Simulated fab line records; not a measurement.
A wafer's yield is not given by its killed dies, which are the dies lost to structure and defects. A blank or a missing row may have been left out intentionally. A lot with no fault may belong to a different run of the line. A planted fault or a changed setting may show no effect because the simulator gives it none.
Split-lot trial || flow n5_finfet || on a route of 1938 steps: 7 lots, 21 wafers read

== THE SPLIT ITSELF ==
At N5_BEOL_M5_ETCH_41 (etches SiCN in CH3F/O2, target depth 31.5 nm, time 56.7 s), the setting source_w was moved away from the recipe's 395 W on 11 of the 21 wafers read, by -12.8% to +12.7%. This setting was run at the recipe's value on the other wafers.

Reading taken at the split's own step.

== THE READING ==
rf_vpp_V, in V, at N5_BEOL_M5_ETCH_41 (etches SiCN in CH3F/O2, target depth 31.5 nm, time 56.7 s). On this fab line, fault-free wafers typically give 296.7 V with a standard deviation of 1.6 V.

{"wafer": "L080.1", "tool, chamber at the split": "rie_diel-02, 2", "source_w as run, W": 443.4, "against the recipe": "+12.3%", "rf_vpp_V, V": 285.8, "against lot-mates on the recipe": "no lot-mate on the recipe"}
{"wafer": "L080.3", "tool, chamber at the split": "rie_diel-02, 3", "source_w as run, W": 443.4, "against the recipe": "+12.3%", "rf_vpp_V, V": 287.8, "against lot-mates on the recipe": "no lot-mate on the recipe"}
{"wafer": "L080.5", "tool, chamber at the split": "rie_diel-02, 3", "source_w as run, W": 443.4, "against the recipe": "+12.3%", "rf_vpp_V, V": 286.4, "against lot-mates on the recipe": "no lot-mate on the recipe"}
{"wafer": "L083.4", "tool, chamber at the split": "rie_diel-03, 3", "source_w as run, W": 395, "against the recipe": "recipe", "rf_vpp_V, V": 294.9, "against lot-mates on the recipe": "-"}
{"wafer": "L083.5", "tool, chamber at the split": "rie_diel-03, 2", "source_w as run, W": 395, "against the recipe": "recipe", "rf_vpp_V, V": 295.0, "against lot-mates on the recipe": "-"}
{"wafer": "L083.6", "tool, chamber at the split": "rie_diel-03, 3", "source_w as run, W": 395, "against the recipe": "recipe", "rf_vpp_V, V": 296.0, "against lot-mates on the recipe": "-"}
{"wafer": "L086.4", "tool, chamber at the split": "rie_diel-04, 2", "source_w as run, W": 395, "against the recipe": "recipe", "rf_vpp_V, V": 298.6, "against lot-mates on the recipe": "-"}
{"wafer": "L086.5", "tool, chamber at the split": "rie_diel-04, 1", "source_w as run, W": 395, "against the recipe": "recipe", "rf_vpp_V, V": 296.3, "against lot-mates on the recipe": "-"}
{"wafer": "L086.6", "tool, chamber at the split": "rie_diel-04, 2", "source_w as run, W": 441, "against the recipe": "+11.6%", "rf_vpp_V, V": 287.5, "against lot-mates on the recipe": -10.0}
{"wafer": "L090.2", "tool, chamber at the split": "rie_diel-04, 1", "source_w as run, W": 344.6, "against the recipe": "-12.8%", "rf_vpp_V, V": 311.6, "against lot-mates on the recipe": "+13.6"}
{"wafer": "L090.3", "tool, chamber at the split": "rie_diel-04, 0", "source_w as run, W": 395, "against the recipe": "recipe", "rf_vpp_V, V": 298.0, "against lot-mates on the recipe": "-"}
{"wafer": "L090.4", "tool, chamber at the split": "rie_diel-04, 1", "source_w as run, W": 344.6, "against the recipe": "-12.8%", "rf_vpp_V, V": 311.9, "against lot-mates on the recipe": "+13.9"}
{"wafer": "L093.1", "tool, chamber at the split": "rie_diel-03, 3", "source_w as run, W": 355.3, "against the recipe": "-10.1%", "rf_vpp_V, V": 307.6, "against lot-mates on the recipe": "+9.8"}
{"wafer": "L093.2", "tool, chamber at the split": "rie_diel-03, 1", "source_w as run, W": 395, "against the recipe": "recipe", "rf_vpp_V, V": 298.0, "against lot-mates on the recipe": "-"}
{"wafer": "L093.5", "tool, chamber at the split": "rie_diel-03, 1", "source_w as run, W": 395, "against the recipe": "recipe", "rf_vpp_V, V": 297.6, "against lot-mates on the recipe": "-"}
{"wafer": "L096.1", "tool, chamber at the split": "rie_diel-02, 0", "source_w as run, W": 395, "against the recipe": "recipe", "rf_vpp_V, V": 298.9, "against lot-mates on the recipe": "-"}
{"wafer": "L096.2", "tool, chamber at the split": "rie_diel-02, 2", "source_w as run, W": 445.2, "against the recipe": "+12.7%", "rf_vpp_V, V": 283.3, "against lot-mates on the recipe": -15.6}
{"wafer": "L096.3", "tool, chamber at the split": "rie_diel-02, 3", "source_w as run, W": 445.2, "against the recipe": "+12.7%", "rf_vpp_V, V": 286.7, "against lot-mates on the recipe": -12.2}
{"wafer": "L097.3", "tool, chamber at the split": "rie_diel-03, 2", "source_w as run, W": 435.4, "against the recipe": "+10.2%", "rf_vpp_V, V": 284.6, "against lot-mates on the recipe": -12.3}
{"wafer": "L097.4", "tool, chamber at the split": "rie_diel-03, 1", "source_w as run, W": 395, "against the recipe": "recipe", "rf_vpp_V, V": 296.9, "against lot-mates on the recipe": "-"}
{"wafer": "L097.5", "tool, chamber at the split": "rie_diel-03, 1", "source_w as run, W": 435.4, "against the recipe": "+10.2%", "rf_vpp_V, V": 288.2, "against lot-mates on the recipe": -8.7}

FIT RESULTS
A straight line over all 21 wafers: rf_vpp_V changes by -0.991 V for each +1% of source_w; r = -0.98; the points scatter about the line by 1.6 V.
The same after taking each lot's own level away (the mean of its wafers on the recipe; 18 wafers): -1.04 V for each +1%; r = -0.99; scatter 1.2 V.
That fit puts the effect of the largest move of source_w on the reading at 13 V.
Measured against the standard deviation above, the lots' own levels, which go from 295.30 to 298.90 V, span 2.2 times it.
Consequently the slope shifts little with the lot-to-lot level, the two slopes agreeing.
Check: with one of the wafers moved furthest among these (-12.8%) left out of the fit, the line predicts +13.2 V for it against its lot-mates. It came out at +13.6 V against them.
Tool readings at the split's step, against how far the setting was moved: rf_vpp_V r = -0.98.

== OTHER SPLITS APPLIED TO THESE WAFERS ==
These wafers also went through other splits before the reading. Each is held against what the fit with the lots' levels taken away leaves over:
{"other split on the same wafers": "N5_BEOL_M5_EXPOSE_08 dose_mj", "wafers away from the commonest value": 6, "r with rf_vpp_V (lot level and that fit taken away)": "+0.27"}
{"other split on the same wafers": "N5_BEOL_M5_TRENCH_ETCH_37 bias_w", "wafers away from the commonest value": 7, "r with rf_vpp_V (lot level and that fit taken away)": -0.12}

== THE WHOLE CHAIN: every reading that the file lists as answering this split, in the file's order ==
{"step": "N5_BEOL_M5_ETCH_41", "what it does": "etches SiCN in CH3F/O2, target depth 31.5 nm, time 56.7 s", "reading": "rf_vpp_V", "change (the file's fit)": "-1.01 V for each +1% of the setting", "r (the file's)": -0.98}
{"step": "N5_BEOL_M5_ETCH_41", "what it does": "etches SiCN in CH3F/O2, target depth 31.5 nm, time 56.7 s", "reading": "etch.depth_nm (the simulator's own value, which no gauge read)", "change (the file's fit)": "+0.0998 nm for each +1% of the setting", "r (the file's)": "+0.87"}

== FILE'S OWN FIT ==
rf_vpp_V changes by -1.01 V for each +1% of source_w, r = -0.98.
